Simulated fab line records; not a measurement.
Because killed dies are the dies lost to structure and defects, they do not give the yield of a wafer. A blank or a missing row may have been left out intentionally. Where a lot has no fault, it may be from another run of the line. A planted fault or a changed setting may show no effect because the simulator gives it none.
Chamber matching	flow nand harc	NHARC_A_WL_FILL_ALD_02 on ald metal-03: 4 sister chambers
The step deposits TiN, target thk 2 nm, pulse time 3 s, ald cycles 100. 8 wafers are shown with their chamber, then 8 later ones without.

WAFERS, EACH WITH ITS CHAMBER
wafer	chamber	heater power w (W)	precursor pulse height rel
L075.5	1	1222	1.006
L077.2	2	1088	0.970
L079.1	0	949	1.010
L079.2	1	1251	0.998
L081.1	0	970	0.967
L081.4	3	956	1.005
L081.6	2	1115	1.033
L090.2	3	948	0.971

WAFERS WITHOUT THEIR CHAMBER
wafer	heater power w (W)	precursor pulse height rel
L090.3	915	0.991
L090.5	1096	0.954
L095.1	913	1.012
L095.3	936	0.974
L095.6	935	1.000
L096.2	969	0.997
L096.5	898	1.004
L096.6	1174	0.980

WHICH CHAMBER EACH ONE RAN IN
wafer	from the rows above	in truth
L090.3	can't be placed: 3 or 0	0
L090.5	2	2
L095.1	can't be placed: 3 or 0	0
L095.3	can't be placed: 3 or 0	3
L095.6	can't be placed: 3 or 0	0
L096.2	can't be placed: 0 or 3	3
L096.5	can't be placed: 3 or 0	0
L096.6	can't be placed: 1 or 2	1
Placed correctly: 1 of 8. From these rows, 7 cannot be placed; in 7 the true chamber is one of the candidates. Number placed wrongly: 0.
How it was worked out, from the rows above alone: a wafer's distance from a chamber is the root of the sum, over the readings, of the square of ((its reading less the chamber's mean) divided by the reading's scatter). The wafer belongs to the nearest chamber; if the next one is less than 2 further off, it can't be placed. The mean given for a chamber averages the wafers shown for that chamber. The scatter: take each reading less its chamber's mean, square it, sum over the shown wafers, divide by the number of wafers less the number of chambers, and take the root.
